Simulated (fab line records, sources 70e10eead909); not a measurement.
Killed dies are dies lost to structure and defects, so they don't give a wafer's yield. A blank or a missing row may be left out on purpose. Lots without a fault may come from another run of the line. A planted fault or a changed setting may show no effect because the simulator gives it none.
One fault seen from 2 desks | flow nand_harc | each desk has only its own numbers; what lay behind them comes last

THE METROLOGY DESK
What the gauges read, lot by lot, whatever tool the lot ran on: means of the sampled wafers that have a number. A lot is out of limits, marked OUT, if its mean lies more than 4 standard deviations from the usual mean; the brackets give that distance.
Columns: A = cd_nm at NHARC_THIN_TSV_CD_MEAS_12, usual 1000.4 nm
lot  | first seen here | A
L807 | day 19 00:09    | 1000.7
L808 | day 19 00:25    | 1001.3
L809 | day 19 00:36    | 999.1
L810 | day 19 00:38    | 1000.4
L811 | day 19 23:58    | 1000.0
L813 | day 20 01:08    | 1000.0
L812 | day 20 03:11    | 1000.2
L815 | day 20 11:44    | 1001.9
L819 | day 21 04:58    | 999.8
L817 | day 21 11:29    | 1001.4
L821 | day 22 12:30    | 1001.5
L825 | day 23 19:40    | 999.6
This desk's finding: nothing out of limits on any of the 12 lots.

THE TOOL OWNER'S DESK: rie_diel-10
The tool's own readings at NHARC_P_M2_ETCH_28 (etches the open film in CF4/N2, target depth 30 nm, time 72.99 s): means of the sampled wafers that have a number, for each lot that ran on this tool. A lot is out of limits, marked OUT, if its mean lies more than 4 standard deviations from the usual mean; the brackets give that distance.
Columns: A = drypump_motor_current_A at NHARC_P_M2_ETCH_28, usual 5.65 A; B = oes_product_au at NHARC_P_M2_ETCH_28, usual 1.000 a.u.; C = rf_vpp_V at NHARC_P_M2_ETCH_28, usual 314.2 V; D = showerhead_plenum_p_Torr at NHARC_P_M2_ETCH_28, usual 2.63 Torr; E = throttle_valve_pct at NHARC_P_M2_ETCH_28, usual 19.795 %
lot  | first seen here | A    | B     | C     | D    | E
L808 | day 6 04:43     | 5.79 | 1.002 | 312.2 | 2.56 | 19.799
L810 | day 6 22:57     | 5.84 | 1.005 | 315.2 | 2.66 | 19.786
L812 | day 7 13:03     | 5.56 | 1.000 | 313.8 | 2.60 | 19.796
L811 | day 7 13:31     | 5.63 | 0.999 | 313.3 | 2.54 | 19.791
L813 | day 7 13:53     | 5.39 | 0.999 | 313.8 | 2.59 | 19.797
L817 | day 8 21:14     | 5.33 | 0.988 | 312.1 | 2.48 | 19.793
L819 | day 9 13:21     | 5.65 | 0.991 | 314.2 | 2.65 | 19.785
L821 | day 10 03:29    | 5.41 | 0.994 | 311.9 | 2.53 | 19.797
L825 | day 10 19:08    | 5.78 | 0.998 | 313.8 | 2.56 | 19.798
This desk's finding: nothing out of limits on any of the 9 lots.

PUT TOGETHER
The metrology desk saw nothing out of limits.
The tool owner's desk saw nothing out of limits.

WHAT THE SIMULATOR HAD PUT IN
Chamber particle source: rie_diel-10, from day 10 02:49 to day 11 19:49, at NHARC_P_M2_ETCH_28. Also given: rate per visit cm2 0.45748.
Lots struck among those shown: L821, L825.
